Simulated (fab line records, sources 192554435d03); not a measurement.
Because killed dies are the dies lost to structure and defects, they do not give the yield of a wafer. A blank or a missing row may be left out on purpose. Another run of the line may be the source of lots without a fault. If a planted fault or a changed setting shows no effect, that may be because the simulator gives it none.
fab line records :: flow n5Finfet
record:
  lots: 7
  wafers: 21
  lastDay: 17
route steps=1938 shown BEOL_M0_SAQP@676
lots with no fault: from the same line, run without faults
startH: hours from the record's opening day to when the first of the lot's shown wafers began :: waitH: hours since the lot's step before :: " unchanged from the row above :: L1.1+2: a single row standing in for several wafers :: - no value present, or no start provided :: * or withheld: withheld :: < > ~ a bound
route shown NAME@n: a module of which the file shows steps, and the number in the route of the first :: usual: mean/standard deviation taken from wafers without a fault :: same: alike in all rows :: chamber/n: place in a boat :: sites: readings site by site :: _std_site: standard deviation across them :: _edge_site: the outer-site mean with the inner-site mean subtracted :: radiusMm: how far each site lies from the wafer's centre :: mask NAME#n: copy n :: behind: the tool/chamber that last shaped the wafer :: hold: the reason the lot was held/the length of the hold in hours/how it ended :: device: whichever transistor did not switch (one of n, p or np) :: end of line: the route-end tests of the same wafers :: a step given without rows: its recipe and nothing more :: killed: dies that structure and defects cost at the first sort, which is not the same as the wafer's yield :: map: the dies of a wafer, with x for killed, . for not killed, _ for no die there
set.NAME: setting as actually run; set.NAME@STEP: the setting as run at that earlier step :: model.NAME: the simulator's own value behind a step, which no gauge read
a table for each step, a row for each wafer; lots at some steps of the route
services: from which hour (startH, from the record's first day; less than 0 if before it) a tool's chamber was out of use, for how many hours, and why
== steps ==
step: N5_BEOL_M0_SAQP_SPACER2_ALD_26
recipe:
  material: SiO2
  targetThkA: 150
  tempC: 300
  aldPrecursorFamily: BDEAS
  aldCoReactant: O2-plasma
  pulseTimeS: 1
  purgeTimeS: 2
  coReactantPurgeTimeS: 2
  pressureTorr: 2
usual:
  heaterPowerW: 476/62
  precursorPulseHeightRel: 1.001/0.02
lot.wafer: L181.2
tool: aldSin-03
chamber: 0
startH: 138.99
waitH: 0.3
heaterPowerW: 437
precursorPulseHeightRel: 1.031

lot.wafer: L181.4
tool: aldSin-03
chamber: 3
startH: 138.99
waitH: 0.3
heaterPowerW: 442
precursorPulseHeightRel: 0.979

lot.wafer: L181.5
tool: aldSin-03
chamber: 1
startH: 138.99
waitH: 0.3
heaterPowerW: 425
precursorPulseHeightRel: 0.999

lot.wafer: L184.1
tool: aldSin-01
chamber: 0
startH: 154.52
waitH: 0.6
heaterPowerW: 423
precursorPulseHeightRel: 0.963

lot.wafer: L184.4
tool: aldSin-01
chamber: 2
startH: 154.52
waitH: 0.6
heaterPowerW: 449
precursorPulseHeightRel: 1.001

lot.wafer: L184.6
tool: aldSin-01
chamber: 3
startH: 154.52
waitH: 0.6
heaterPowerW: 468
precursorPulseHeightRel: 0.997

lot.wafer: L185.4
tool: aldSin-02
chamber: 2
startH: 162.82
waitH: 0.6
heaterPowerW: 446
precursorPulseHeightRel: 0.997

lot.wafer: L185.5
tool: aldSin-02
chamber: 2
startH: 162.82
waitH: 0.6
heaterPowerW: 444
precursorPulseHeightRel: 1.014

lot.wafer: L185.6
tool: aldSin-02
chamber: 3
startH: 162.82
waitH: 0.6
heaterPowerW: 474
precursorPulseHeightRel: 0.983

lot.wafer: L186.1
tool: aldSin-01
chamber: 3
startH: 165.35
waitH: 0.2
heaterPowerW: 491
precursorPulseHeightRel: 1.016

lot.wafer: L186.3
tool: aldSin-01
chamber: 2
startH: 165.35
waitH: 0.2
heaterPowerW: 451
precursorPulseHeightRel: 0.991

lot.wafer: L186.6
tool: aldSin-01
chamber: 1
startH: 165.35
waitH: 0.2
heaterPowerW: 451
precursorPulseHeightRel: 1.003

lot.wafer: L195.1
tool: aldSin-02
chamber: 2
startH: 240.60
waitH: 0.8
heaterPowerW: 444
precursorPulseHeightRel: 0.996

lot.wafer: L195.3
tool: aldSin-02
chamber: 0
startH: 240.60
waitH: 0.8
heaterPowerW: 526
precursorPulseHeightRel: 0.992

lot.wafer: L195.4
tool: aldSin-02
chamber: 3
startH: 240.60
waitH: 0.8
heaterPowerW: 467
precursorPulseHeightRel: 0.972

lot.wafer: L196.1
tool: aldSin-02
chamber: 2
startH: 241.12
waitH: 1.2
heaterPowerW: 443
precursorPulseHeightRel: 1.007

lot.wafer: L196.3
tool: aldSin-02
chamber: 1
startH: 241.12
waitH: 1.2
heaterPowerW: 634
precursorPulseHeightRel: 1.021

lot.wafer: L196.6
tool: aldSin-02
chamber: 2
startH: 241.12
waitH: 1.2
heaterPowerW: 442
precursorPulseHeightRel: 1.006

lot.wafer: L199.2
tool: aldSin-02
chamber: 1
startH: 245.63
waitH: 0.2
heaterPowerW: 646
precursorPulseHeightRel: 1.029

lot.wafer: L199.5
tool: aldSin-02
chamber: 0
startH: 245.63
waitH: 0.2
heaterPowerW: 519
precursorPulseHeightRel: 1.004

lot.wafer: L199.6
tool: aldSin-02
chamber: 1
startH: 245.63
waitH: 0.2
heaterPowerW: 634
precursorPulseHeightRel: 1.012
step: N5_BEOL_M0_SAQP_SPACER2_ETCHBACK_27
recipe:
  chemistry: CHF3/O2
  mode: anisotropicEtchback
  target: SiO2
  targetDepthA: 225
  timeS: 11.25
  pressureMtorr: 30
  sourceW: 650
  biasW: 170
  Ar_flow_sccm: 200
  CHF3_flow_sccm: 50
  O2_flow_sccm: 5
  ionEnergyEv: 200
usual:
  drypumpMotorCurrentA: 6.0/0.42
  oesProductAu: 0.76/0.083
  rfVppV: 520/15
  showerheadPlenumPTorr: 2.43/0.073
  throttleValvePct: 18.92/0.23
lot.wafer: L181.2
tool: rieDiel-03
chamber: 2
startH: 139.54
waitH: 0.3
drypumpMotorCurrentA: 6.4
oesProductAu: 0.74
rfHoursCounterH: 155
rfVppV: 533
showerheadPlenumPTorr: 2.41
throttleValvePct: 18.86

lot.wafer: L181.4
tool: rieDiel-03
chamber: 0
startH: 139.54
waitH: 0.3
drypumpMotorCurrentA: 6.1
oesProductAu: 0.76
rfHoursCounterH: 149
rfVppV: 508
showerheadPlenumPTorr: 2.49
throttleValvePct: 18.68

lot.wafer: L181.5
tool: rieDiel-03
chamber: 2
startH: 139.54
waitH: 0.3
drypumpMotorCurrentA: 6.4
oesProductAu: 0.75
rfHoursCounterH: -
rfVppV: 532
showerheadPlenumPTorr: 2.41
throttleValvePct: 18.88

lot.wafer: L184.1
tool: rieDiel-01
chamber: 3
startH: 155.16
waitH: 0.4
drypumpMotorCurrentA: 6.3
oesProductAu: 0.67
rfHoursCounterH: 234
rfVppV: 520
showerheadPlenumPTorr: 2.37
throttleValvePct: 18.96

lot.wafer: L184.4
tool: rieDiel-01
chamber: 2
startH: 155.16
waitH: 0.4
drypumpMotorCurrentA: 5.4
oesProductAu: 0.88
rfHoursCounterH: 55
rfVppV: 538
showerheadPlenumPTorr: 2.43
throttleValvePct: 19.03

lot.wafer: L184.6
tool: rieDiel-01
chamber: 2
startH: 155.16
waitH: 0.4
drypumpMotorCurrentA: 5.4
oesProductAu: 0.88
rfHoursCounterH: -
rfVppV: 538
showerheadPlenumPTorr: 2.43
throttleValvePct: 19.01

lot.wafer: L185.4
tool: rieDiel-01
chamber: 1
startH: 163.61
waitH: 0.5
drypumpMotorCurrentA: 5.6
oesProductAu: 0.68
rfHoursCounterH: 243
rfVppV: 490
showerheadPlenumPTorr: 2.37
throttleValvePct: 18.77

lot.wafer: L185.5
tool: rieDiel-01
chamber: 3
startH: 163.61
waitH: 0.5
drypumpMotorCurrentA: 6.3
oesProductAu: 0.67
rfHoursCounterH: -
rfVppV: 519
showerheadPlenumPTorr: 2.37
throttleValvePct: 18.95

lot.wafer: L185.6
tool: rieDiel-01
chamber: 0
startH: 163.61
waitH: 0.5
drypumpMotorCurrentA: 5.1
oesProductAu: 0.74
rfHoursCounterH: -
rfVppV: 511
showerheadPlenumPTorr: 2.51
throttleValvePct: 18.88

lot.wafer: L186.1
tool: rieDiel-02
chamber: 0
startH: 165.90
waitH: 0.3
drypumpMotorCurrentA: 5.9
oesProductAu: 0.71
rfHoursCounterH: 239
rfVppV: 549
showerheadPlenumPTorr: 2.45
throttleValvePct: 19.01

lot.wafer: L186.3
tool: rieDiel-02
chamber: 2
startH: 165.90
waitH: 0.3
drypumpMotorCurrentA: 6.0
oesProductAu: 0.76
rfHoursCounterH: 172
rfVppV: 522
showerheadPlenumPTorr: 2.51
throttleValvePct: 19.04

lot.wafer: L186.6
tool: rieDiel-02
chamber: 0
startH: 165.90
waitH: 0.3
drypumpMotorCurrentA: 5.9
oesProductAu: 0.71
rfHoursCounterH: -
rfVppV: 548
showerheadPlenumPTorr: 2.45
throttleValvePct: 18.99

lot.wafer: L195.1
tool: rieDiel-02
chamber: 3
startH: 241.44
waitH: 0.6
drypumpMotorCurrentA: 5.7
oesProductAu: 0.69
rfHoursCounterH: 229
rfVppV: 546
showerheadPlenumPTorr: 2.37
throttleValvePct: 19.38

lot.wafer: L195.3
tool: rieDiel-02
chamber: 2
startH: 241.44
waitH: 0.6
drypumpMotorCurrentA: 6.0
oesProductAu: 0.73
rfHoursCounterH: 197
rfVppV: 519
showerheadPlenumPTorr: 2.50
throttleValvePct: 19.09

lot.wafer: L195.4
tool: rieDiel-02
chamber: 1
startH: 241.44
waitH: 0.6
drypumpMotorCurrentA: 5.7
oesProductAu: 0.69
rfHoursCounterH: 211
rfVppV: 497
showerheadPlenumPTorr: 2.30
throttleValvePct: 19.19

lot.wafer: L196.1
tool: rieDiel-02
chamber: 1
startH: 241.67
waitH: 0.3
drypumpMotorCurrentA: 5.7
oesProductAu: 0.69
rfHoursCounterH: 211
rfVppV: 498
showerheadPlenumPTorr: 2.30
throttleValvePct: 19.20

lot.wafer: L196.3
tool: rieDiel-02
chamber: 2
startH: 241.67
waitH: 0.3
drypumpMotorCurrentA: 6.0
oesProductAu: 0.73
rfHoursCounterH: 198
rfVppV: 521
showerheadPlenumPTorr: 2.50
throttleValvePct: 19.07

lot.wafer: L196.6
tool: rieDiel-02
chamber: 0
startH: 241.67
waitH: 0.3
drypumpMotorCurrentA: 5.9
oesProductAu: 0.95
rfHoursCounterH: -
rfVppV: 548
showerheadPlenumPTorr: 2.44
throttleValvePct: 18.50

lot.wafer: L199.2
tool: rieDiel-02
chamber: 2
startH: 246.17
waitH: 0.3
drypumpMotorCurrentA: 6.0
oesProductAu: 0.73
rfHoursCounterH: 199
rfVppV: 520
showerheadPlenumPTorr: 2.50
throttleValvePct: 19.09

lot.wafer: L199.5
tool: rieDiel-02
chamber: 3
startH: 246.17
waitH: 0.3
drypumpMotorCurrentA: 5.7
oesProductAu: 0.68
rfHoursCounterH: -
rfVppV: 545
showerheadPlenumPTorr: 2.37
throttleValvePct: 19.38

lot.wafer: L199.6
tool: rieDiel-02
chamber: 2
startH: 246.17
waitH: 0.3
drypumpMotorCurrentA: 6.0
oesProductAu: 0.73
rfHoursCounterH: -
rfVppV: 521
showerheadPlenumPTorr: 2.50
throttleValvePct: 19.09
step: N5_BEOL_M0_SAQP_MANDREL2_REMOVE_110
recipe:
  chemistry: HBr/Cl2/O2
  btTimeS: 10
  target: a-Si
  stopOn: SiCN
  endpoint: OES-SiCl
  overEtchFrac: 1
  icpW: 600
  biasW: 30
  HBr_flow_sccm: 150
  Cl2_flow_sccm: 80
  O2_flow_sccm: 5
  pressureMtorr: 10
usual:
  drypumpMotorCurrentA: 5.6/0.34
  oesProductAu: 0.994/0.02
  throttleValvePct: 36.7/0.46
lot.wafer: L181.2
tool: rieSi-04
chamber: 0
startH: 139.63
waitH: 0.1
drypumpMotorCurrentA: 5.8
oesProductAu: 0.983
rfHoursCounterH: 6
throttleValvePct: 37.2

lot.wafer: L181.4
tool: rieSi-04
chamber: 1
startH: 139.63
waitH: 0.1
drypumpMotorCurrentA: 5.8
oesProductAu: 0.995
rfHoursCounterH: 59
throttleValvePct: 37.0

lot.wafer: L181.5
tool: rieSi-04
chamber: 0
startH: 139.63
waitH: 0.1
drypumpMotorCurrentA: 5.8
oesProductAu: 0.968
rfHoursCounterH: -
throttleValvePct: 37.2

lot.wafer: L184.1
tool: rieSi-01
chamber: 1
startH: 155.25
waitH: 0.1
drypumpMotorCurrentA: 5.1
oesProductAu: 1.016
rfHoursCounterH: 103
throttleValvePct: 36.7

lot.wafer: L184.4
tool: rieSi-01
chamber: 0
startH: 155.25
waitH: 0.1
drypumpMotorCurrentA: 6.1
oesProductAu: 1.034
rfHoursCounterH: 9
throttleValvePct: 35.8

lot.wafer: L184.6
tool: rieSi-01
chamber: 2
startH: 155.25
waitH: 0.1
drypumpMotorCurrentA: 4.7
oesProductAu: 1.035
rfHoursCounterH: -
throttleValvePct: 36.7

lot.wafer: L185.4
tool: rieSi-02
chamber: 3
startH: 163.71
waitH: 0.1
drypumpMotorCurrentA: 5.5
oesProductAu: 0.982
rfHoursCounterH: 9
throttleValvePct: 36.6

lot.wafer: L185.5
tool: rieSi-02
chamber: 1
startH: 163.71
waitH: 0.1
drypumpMotorCurrentA: 5.7
oesProductAu: 1.031
rfHoursCounterH: -
throttleValvePct: 35.9

lot.wafer: L185.6
tool: rieSi-02
chamber: 0
startH: 163.71
waitH: 0.1
drypumpMotorCurrentA: 5.8
oesProductAu: 0.980
rfHoursCounterH: -
throttleValvePct: 37.4

lot.wafer: L186.1
tool: rieSi-02
chamber: 0
startH: 165.99
waitH: 0.1
drypumpMotorCurrentA: 5.9
oesProductAu: 0.985
rfHoursCounterH: 5
throttleValvePct: 37.4

lot.wafer: L186.3
tool: rieSi-02
chamber: 3
startH: 165.99
waitH: 0.1
drypumpMotorCurrentA: 5.5
oesProductAu: 0.986
rfHoursCounterH: 9
throttleValvePct: 36.6

lot.wafer: L186.6
tool: rieSi-02
chamber: 1
startH: 165.99
waitH: 0.1
drypumpMotorCurrentA: 5.7
oesProductAu: 1.020
rfHoursCounterH: -
throttleValvePct: 35.9

lot.wafer: L195.1
tool: rieSi-02
chamber: 2
startH: 241.53
waitH: 0.1
drypumpMotorCurrentA: 5.4
oesProductAu: 1.028
rfHoursCounterH: 64
throttleValvePct: 36.6

lot.wafer: L195.3
tool: rieSi-02
chamber: 3
startH: 241.53
waitH: 0.1
drypumpMotorCurrentA: 5.5
oesProductAu: 0.988
rfHoursCounterH: 10
throttleValvePct: 36.6

lot.wafer: L195.4
tool: rieSi-02
chamber: 0
startH: 241.53
waitH: 0.1
drypumpMotorCurrentA: 5.8
oesProductAu: 0.968
rfHoursCounterH: 7
throttleValvePct: 37.4

lot.wafer: L196.1
tool: rieSi-04
chamber: 2
startH: 241.76
waitH: 0.1
drypumpMotorCurrentA: 5.1
oesProductAu: 0.978
rfHoursCounterH: 131
throttleValvePct: 36.7

lot.wafer: L196.3
tool: rieSi-04
chamber: 3
startH: 241.76
waitH: 0.1
drypumpMotorCurrentA: 5.1
oesProductAu: 0.975
rfHoursCounterH: 138
throttleValvePct: 36.5

lot.wafer: L196.6
tool: rieSi-04
chamber: 1
startH: 241.76
waitH: 0.1
drypumpMotorCurrentA: 5.8
oesProductAu: 1.010
rfHoursCounterH: -
throttleValvePct: 37.0

lot.wafer: L199.2
tool: rieSi-04
chamber: 2
startH: 246.26
waitH: 0.1
drypumpMotorCurrentA: 5.1
oesProductAu: 0.990
rfHoursCounterH: 131
throttleValvePct: 36.7

lot.wafer: L199.5
tool: rieSi-04
chamber: 0
startH: 246.26
waitH: 0.1
drypumpMotorCurrentA: 5.8
oesProductAu: 0.968
rfHoursCounterH: -
throttleValvePct: 37.2

lot.wafer: L199.6
tool: rieSi-04
chamber: 3
startH: 246.26
waitH: 0.1
drypumpMotorCurrentA: 5.1
oesProductAu: 0.963
rfHoursCounterH: -
throttleValvePct: 36.5
step: N5_BEOL_M0_SAQP_CD_MEAS_29
recipe:
  targetCdNm: 14.4
  landingEnergyEv: 1000
  detector: seInlens
usual:
  cdNm: 14.99/0.25
same:
  landingEnergyEv: 1000
lot.wafer: L181.2
tool: cdSem-02
chamber: 0
startH: 139.74
waitH: 0.1
cdNm: 15.19

lot.wafer: L181.4
tool: cdSem-02
chamber: 0
startH: 139.74
waitH: 0.1
cdNm: 15.10

lot.wafer: L181.5
tool: cdSem-02
chamber: 0
startH: 139.74
waitH: 0.1
cdNm: 14.83

lot.wafer: L184.1
tool: cdSem-02
chamber: 0
startH: 155.35
waitH: 0.1
cdNm: 14.86

lot.wafer: L184.4
tool: cdSem-02
chamber: 0
startH: 155.35
waitH: 0.1
cdNm: 15.24

lot.wafer: L184.6
tool: cdSem-02
chamber: 0
startH: 155.35
waitH: 0.1
cdNm: 14.75

lot.wafer: L185.4
tool: cdSem-01
chamber: 0
startH: 163.82
waitH: 0.1
cdNm: 15.45

lot.wafer: L185.5
tool: cdSem-01
chamber: 0
startH: 163.82
waitH: 0.1
cdNm: 15.22

lot.wafer: L185.6
tool: cdSem-01
chamber: 0
startH: 163.82
waitH: 0.1
cdNm: 15.18

lot.wafer: L186.1
tool: cdSem-01
chamber: 0
startH: 166.10
waitH: 0.1
cdNm: 15.06

lot.wafer: L186.3
tool: cdSem-01
chamber: 0
startH: 166.10
waitH: 0.1
cdNm: 14.98

lot.wafer: L186.6
tool: cdSem-01
chamber: 0
startH: 166.10
waitH: 0.1
cdNm: 14.89

lot.wafer: L195.1
tool: cdSem-03
chamber: 0
startH: 241.65
waitH: 0.1
cdNm: 15.15

lot.wafer: L195.3
tool: cdSem-03
chamber: 0
startH: 241.65
waitH: 0.1
cdNm: 15.27

lot.wafer: L195.4
tool: cdSem-03
chamber: 0
startH: 241.65
waitH: 0.1
cdNm: 14.76

lot.wafer: L196.1
tool: cdSem-01
chamber: 0
startH: 241.87
waitH: 0.1
cdNm: 15.14

lot.wafer: L196.3
tool: cdSem-01
chamber: 0
startH: 241.87
waitH: 0.1
cdNm: 14.87

lot.wafer: L196.6
tool: cdSem-01
chamber: 0
startH: 241.87
waitH: 0.1
cdNm: 15.45

lot.wafer: L199.2
tool: cdSem-03
chamber: 0
startH: 246.37
waitH: 0.1
cdNm: 15.00

lot.wafer: L199.5
tool: cdSem-03
chamber: 0
startH: 246.37
waitH: 0.1
cdNm: 14.82

lot.wafer: L199.6
tool: cdSem-03
chamber: 0
startH: 246.37
waitH: 0.1
cdNm: 14.88
step: N5_BEOL_M0_SAQP_COAT_69
recipe:
  resist: SOC
  tempC: 250
  timeS: 60
  spinRpm: 1500
  resistThkNm: 90
step: N5_BEOL_M0_SAQP_COAT_72
recipe:
  resist: SiARC
  tempC: 220
  timeS: 60
  spinRpm: 1500
  resistThkNm: 15
step: N5_BEOL_M0_SAQP_COAT_87
recipe:
  resist: underlayer
  tempC: 205
  timeS: 60
  spinRpm: 1500
  resistThkNm: 5
step: N5_BEOL_M0_SAQP_COAT_34
recipe:
  resist: CAR-EUV
  spinRpm: 1500
  resistThkNm: 30
step: N5_BEOL_M0_SAQP_EBR_36
recipe:
  solvent: PGMEA
  ebrWidthMm: 1.5
step: N5_BEOL_M0_SAQP_SOFTBAKE_35
recipe:
  tempC: 110
  timeS: 60
  resist: CAR-EUV
step: N5_BEOL_M0_SAQP_EXPOSE_37
recipe:
  maskId: M0_CUT1
  na: 0.33
  sourceShape: annular
  sigmaInner: 0.35
  sigmaOuter: 0.8
  polarization: unpolarized
  targetCdNm: 30
  doseMj: 44.75
step: N5_BEOL_M0_SAQP_PEB_38
recipe:
  pebTempC: 100
  pebTimeS: 60
  resist: CAR-EUV
step: N5_BEOL_M0_SAQP_DEVELOP_39
recipe:
  developTimeS: 30
  developer: TMAH
  resist: CAR-EUV
  rinseLiquid: surfactantRinse
  dry: airSpin
  devTempC: 23
usual:
  chillPlateTempC: 23.00/0.11
  developTimeS: 30/0
lot.wafer: L181.2
tool: lithoTrack-02
chamber: 0
startH: 139.99
waitH: -
chillPlateTempC: 23.13
developTimeS: 30
model.CAR-EUV_of_BEOL_M0_SAQP_COAT_34.thkNm: 29.4

lot.wafer: L181.4
tool: lithoTrack-02
chamber: 0
startH: 139.99
waitH: -
chillPlateTempC: 22.98
developTimeS: 30
model.CAR-EUV_of_BEOL_M0_SAQP_COAT_34.thkNm: 29.6

lot.wafer: L181.5
tool: lithoTrack-02
chamber: 0
startH: 139.99
waitH: -
chillPlateTempC: 22.96
developTimeS: 30
model.CAR-EUV_of_BEOL_M0_SAQP_COAT_34.thkNm: 29.6

lot.wafer: L184.1
tool: lithoTrack-05
chamber: -
startH: 155.73
waitH: -
chillPlateTempC: -
developTimeS: -
model.CAR-EUV_of_BEOL_M0_SAQP_COAT_34.thkNm: 29.8

lot.wafer: L184.4
tool: lithoTrack-05
chamber: -
startH: 155.73
waitH: -
chillPlateTempC: -
developTimeS: -
model.CAR-EUV_of_BEOL_M0_SAQP_COAT_34.thkNm: 30

lot.wafer: L184.6
tool: lithoTrack-05
chamber: -
startH: 155.73
waitH: -
chillPlateTempC: -
developTimeS: -
model.CAR-EUV_of_BEOL_M0_SAQP_COAT_34.thkNm: 29.8

lot.wafer: L185.4
tool: lithoTrack-02
chamber: -
startH: 164.20
waitH: -
chillPlateTempC: -
developTimeS: -
model.CAR-EUV_of_BEOL_M0_SAQP_COAT_34.thkNm: 30

lot.wafer: L185.5
tool: lithoTrack-02
chamber: -
startH: 164.20
waitH: -
chillPlateTempC: -
developTimeS: -
model.CAR-EUV_of_BEOL_M0_SAQP_COAT_34.thkNm: 30

lot.wafer: L185.6
tool: lithoTrack-02
chamber: -
startH: 164.20
waitH: -
chillPlateTempC: -
developTimeS: -
model.CAR-EUV_of_BEOL_M0_SAQP_COAT_34.thkNm: 29.8

lot.wafer: L186.1
tool: lithoTrack-03
chamber: -
startH: 166.47
waitH: -
chillPlateTempC: -
developTimeS: -
model.CAR-EUV_of_BEOL_M0_SAQP_COAT_34.thkNm: 30

lot.wafer: L186.3
tool: lithoTrack-03
chamber: -
startH: 166.47
waitH: -
chillPlateTempC: -
developTimeS: -
model.CAR-EUV_of_BEOL_M0_SAQP_COAT_34.thkNm: 30

lot.wafer: L186.6
tool: lithoTrack-03
chamber: -
startH: 166.47
waitH: -
chillPlateTempC: -
developTimeS: -
model.CAR-EUV_of_BEOL_M0_SAQP_COAT_34.thkNm: 30

lot.wafer: L195.1
tool: lithoTrack-03
chamber: 0
startH: 242.02
waitH: -
chillPlateTempC: 23.02
developTimeS: 30
model.CAR-EUV_of_BEOL_M0_SAQP_COAT_34.thkNm: 29.6

lot.wafer: L195.3
tool: lithoTrack-03
chamber: 0
startH: 242.02
waitH: -
chillPlateTempC: 23.02
developTimeS: 30
model.CAR-EUV_of_BEOL_M0_SAQP_COAT_34.thkNm: 29.6

lot.wafer: L195.4
tool: lithoTrack-03
chamber: 0
startH: 242.02
waitH: -
chillPlateTempC: 22.99
developTimeS: 30
model.CAR-EUV_of_BEOL_M0_SAQP_COAT_34.thkNm: 29.6

lot.wafer: L196.1
tool: lithoTrack-03
chamber: 0
startH: 242.25
waitH: -
chillPlateTempC: 22.95
developTimeS: 30
model.CAR-EUV_of_BEOL_M0_SAQP_COAT_34.thkNm: 29.6

lot.wafer: L196.3
tool: lithoTrack-03
chamber: 0
startH: 242.25
waitH: -
chillPlateTempC: 22.85
developTimeS: 30
model.CAR-EUV_of_BEOL_M0_SAQP_COAT_34.thkNm: 29.6

lot.wafer: L196.6
tool: lithoTrack-03
chamber: 0
startH: 242.25
waitH: -
chillPlateTempC: 23.03
developTimeS: 30
model.CAR-EUV_of_BEOL_M0_SAQP_COAT_34.thkNm: 29.4

lot.wafer: L199.2
tool: lithoTrack-02
chamber: 0
startH: 246.62
waitH: -
chillPlateTempC: 22.80
developTimeS: 30
model.CAR-EUV_of_BEOL_M0_SAQP_COAT_34.thkNm: 29.4

lot.wafer: L199.5
tool: lithoTrack-02
chamber: 0
startH: 246.62
waitH: -
chillPlateTempC: 22.98
developTimeS: 30
model.CAR-EUV_of_BEOL_M0_SAQP_COAT_34.thkNm: 29.4

lot.wafer: L199.6
tool: lithoTrack-02
chamber: 0
startH: 246.62
waitH: -
chillPlateTempC: 23.03
developTimeS: 30
model.CAR-EUV_of_BEOL_M0_SAQP_COAT_34.thkNm: 29.4
step: N5_BEOL_M0_SAQP_CD_MEAS_40
recipe:
  targetCdNm: 30
  landingEnergyEv: 500
  detector: seInlens
usual:
  cdNm: 29.9/0.32
same:
  landingEnergyEv: 500
lot.wafer: L181.2
tool: cdSem-02
chamber: 0
startH: 140.05
waitH: -
cdNm: 30.2

lot.wafer: L181.4
tool: cdSem-02
chamber: 0
startH: 140.05
waitH: -
cdNm: 30.3

lot.wafer: L181.5
tool: cdSem-02
chamber: 0
startH: 140.05
waitH: -
cdNm: 30.4

lot.wafer: L184.1
tool: cdSem-01
chamber: 0
startH: 155.79
waitH: -
cdNm: -

lot.wafer: L184.4
tool: cdSem-01
chamber: 0
startH: 155.79
waitH: -
cdNm: -

lot.wafer: L184.6
tool: cdSem-01
chamber: 0
startH: 155.79
waitH: -
cdNm: -

lot.wafer: L185.4
tool: cdSem-01
chamber: 0
startH: 164.26
waitH: -
cdNm: -

lot.wafer: L185.5
tool: cdSem-01
chamber: 0
startH: 164.26
waitH: -
cdNm: -

lot.wafer: L185.6
tool: cdSem-01
chamber: 0
startH: 164.26
waitH: -
cdNm: -

lot.wafer: L186.1
tool: cdSem-03
chamber: 0
startH: 166.53
waitH: -
cdNm: -

lot.wafer: L186.3
tool: cdSem-03
chamber: 0
startH: 166.53
waitH: -
cdNm: -

lot.wafer: L186.6
tool: cdSem-03
chamber: 0
startH: 166.53
waitH: -
cdNm: -

lot.wafer: L195.1
tool: cdSem-02
chamber: 0
startH: 242.08
waitH: -
cdNm: 30.4

lot.wafer: L195.3
tool: cdSem-02
chamber: 0
startH: 242.08
waitH: -
cdNm: 29.8

lot.wafer: L195.4
tool: cdSem-02
chamber: 0
startH: 242.08
waitH: -
cdNm: 29.7

lot.wafer: L196.1
tool: cdSem-03
chamber: 0
startH: 242.30
waitH: -
cdNm: 30.0

lot.wafer: L196.3
tool: cdSem-03
chamber: 0
startH: 242.30
waitH: -
cdNm: 29.8

lot.wafer: L196.6
tool: cdSem-03
chamber: 0
startH: 242.30
waitH: -
cdNm: 29.9

lot.wafer: L199.2
tool: cdSem-01
chamber: 0
startH: 246.68
waitH: -
cdNm: 30.1

lot.wafer: L199.5
tool: cdSem-01
chamber: 0
startH: 246.68
waitH: -
cdNm: 30.0

lot.wafer: L199.6
tool: cdSem-01
chamber: 0
startH: 246.68
waitH: -
cdNm: 30.1
== services ==
tool: rieSi-02
chamber: 2
startH: 119.16
hours: 18.9
kind: repair

tool: rieSi-01
chamber: 1
startH: 129.08
hours: 2.1
kind: repair

tool: rieDiel-01
chamber: 0
startH: 140.58
hours: 7.1
kind: repair

tool: rieDiel-01
chamber: -
startH: 143.86
hours: 3.3
kind: repair

tool: rieSi-01
chamber: -
startH: 144.24
hours: 2.8
kind: pm

tool: rieSi-04
chamber: 0
startH: 145.61
hours: 4.8
kind: repair

tool: rieDiel-03
chamber: 1
startH: 147.36
hours: 3.3
kind: repair

tool: rieDiel-03
chamber: -
startH: 160.73
hours: 0.5
kind: repair

tool: aldSin-03
chamber: -
startH: 176.75
hours: 14.0
kind: pm

tool: aldSin-03
chamber: 0
startH: 176.75
hours: 14.0
kind: ventCycle

tool: rieDiel-01
chamber: 1
startH: 187.49
hours: -
kind: clean

tool: rieDiel-01
chamber: 1
startH: 187.49
hours: -
kind: consumableReplace:focusRing

tool: rieDiel-01
chamber: 1
startH: 187.49
hours: 23.4
kind: scheduledDown

tool: rieDiel-01
chamber: 1
startH: 187.49
hours: 23.4
kind: ventCycle

tool: rieDiel-03
chamber: -
startH: 198.08
hours: 1.1
kind: repair

tool: rieDiel-03
chamber: -
startH: 199.54
hours: 2.6
kind: repair

tool: rieDiel-02
chamber: 0
startH: 201.57
hours: -
kind: clean

tool: rieDiel-02
chamber: 0
startH: 201.57
hours: -
kind: consumableReplace:focusRing

tool: rieDiel-02
chamber: 0
startH: 201.57
hours: 21.2
kind: scheduledDown

tool: rieDiel-02
chamber: 0
startH: 201.57
hours: 21.2
kind: ventCycle

tool: aldSin-03
chamber: 0
startH: 207.35
hours: 4.5
kind: repair

tool: rieDiel-01
chamber: 3
startH: 213.02
hours: 48.6
kind: repair

tool: rieDiel-03
chamber: 0
startH: 216.61
hours: 2.9
kind: repair

tool: aldSin-03
chamber: 0
startH: 219.36
hours: 18.2
kind: repair
== key ==
firstSign:
  step: N5_BEOL_M0_SAQP_DEVELOP_39
  reading: toolRecord
  direction: missing
effect none on later readings
modelEffect:
  step: N5_BEOL_M0_SAQP_DEVELOP_39
  value: CAR-EUV_of_BEOL_M0_SAQP_COAT_34.thkNm
  without: 29.47
  struck: 29.93
metAt N5_BEOL_M0_SAQP_DEVELOP_39
struckWafers L184.1,L184.4,L184.6,L185.4,L185.5,L185.6,L186.1,L186.3,L186.6
laterRowsLeftOut L184.1,L184.4,L184.6,L185.4,L185.5,L185.6,L186.1,L186.3,L186.6
sortLeftOut L184.1,L184.4,L184.6,L185.4,L185.5,L185.6,L186.1,L186.3,L186.6
onsetBetween 139.99 155.73
fault:
  kind: skippedStepWhole
  tool: lithoTrack-02,lithoTrack-03,lithoTrack-05
  chamber: -
  onsetH: 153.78
  steps: N5_BEOL_M0_SAQP_DEVELOP_39
  scope: struckLotsOnly
sortLeftOut: the simulated sort isn't trusted on such a fault, so these wafers' sort isn't shown, and their yield isn't known
laterRowsLeftOut: the simulator's readings of these wafers behind a module that went badly wrong aren't trusted and aren't shown, but for the sort
